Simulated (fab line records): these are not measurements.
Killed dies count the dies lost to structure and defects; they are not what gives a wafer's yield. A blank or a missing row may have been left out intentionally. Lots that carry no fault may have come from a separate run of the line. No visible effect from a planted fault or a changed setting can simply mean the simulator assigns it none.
Which of the tools did it? + flow nandHarc + 31 wafers from 11 lots sampled at 2 of the route's 1302 steps

WHAT THE GAUGES SHOWED, per wafer
NHARC_P_CONTACT_INSPECT_27.
| lot  | measured     | on               | rawDefectCount |
|------|--------------|------------------|----------------|
| L593 | day 6 14:08  | defectInspect-02 | 250 308 189    |
| L594 | day 6 16:36  | defectInspect-01 | 114 180 189    |
| L595 | day 7 14:25  | defectInspect-02 | 320 446 616    |
| L596 | day 7 16:14  | defectInspect-01 | 150 155 140    |
| L597 | day 8 03:52  | defectInspect-01 | 167 144 237    |
| L600 | day 9 08:00  | defectInspect-02 | 581 206 253    |
| L601 | day 10 01:40 | defectInspect-02 | 170 283 234    |
| L605 | day 12 02:33 | defectInspect-02 | 163 172 292    |
| L606 | day 12 03:29 | defectInspect-01 | 177 362 170    |
| L611 | day 13 19:56 | defectInspect-02 | 340 335        |
| L612 | day 14 01:10 | defectInspect-02 | 237 212        |

WHAT TOOL EACH LOT RAN ON (gives the tool, then ch and the chambers of the sampled wafers, and finally the start)
| lot  | NHARC_P_CONTACT_ALD_22             |
|------|------------------------------------|
| L593 | aldMetal-03 ch 0,1,2, day 6 12:55  |
| L594 | aldMetal-02 ch 0,3, day 6 14:48    |
| L595 | aldMetal-02 ch 1,2, day 7 13:10    |
| L596 | aldMetal-03 ch 1,2, day 7 14:57    |
| L597 | aldMetal-03 ch 0,1,3, day 8 02:40  |
| L600 | aldMetal-04 ch 0,2, day 9 06:46    |
| L601 | aldMetal-04 ch 0,1,2, day 10 00:25 |
| L605 | aldMetal-02 ch 1,3, day 12 01:19   |
| L606 | aldMetal-04 ch 1,2,3, day 12 02:14 |
| L611 | aldMetal-04 ch 3, day 13 18:41     |
| L612 | aldMetal-04 ch 0,2, day 13 23:56   |
- NHARC_P_CONTACT_ALD_22: deposits TiN, target thk 3 nm, pulse time 1 s, ald cycles 150.

THE ANSWER, worked out from the rows above alone
Rule: usual is defined by the lots themselves. Put in order of their means at a reading, lots are off if they are a third of the lots or fewer, leave a main group of 4 or more, and stand apart from it by a gap of 3 or more times the standard deviation of the main group's means; of several such gaps the widest counts. If all means in a main group match to the digits the tables above print for the reading, that group is not used. Also off: a lot with no number at a reading for which 4 or more lots have one. The other lots that the step has rows for count as sound.
No lot is off at any reading shown: from this, nothing can be told.

WHAT THE SIMULATOR HAD PUT IN
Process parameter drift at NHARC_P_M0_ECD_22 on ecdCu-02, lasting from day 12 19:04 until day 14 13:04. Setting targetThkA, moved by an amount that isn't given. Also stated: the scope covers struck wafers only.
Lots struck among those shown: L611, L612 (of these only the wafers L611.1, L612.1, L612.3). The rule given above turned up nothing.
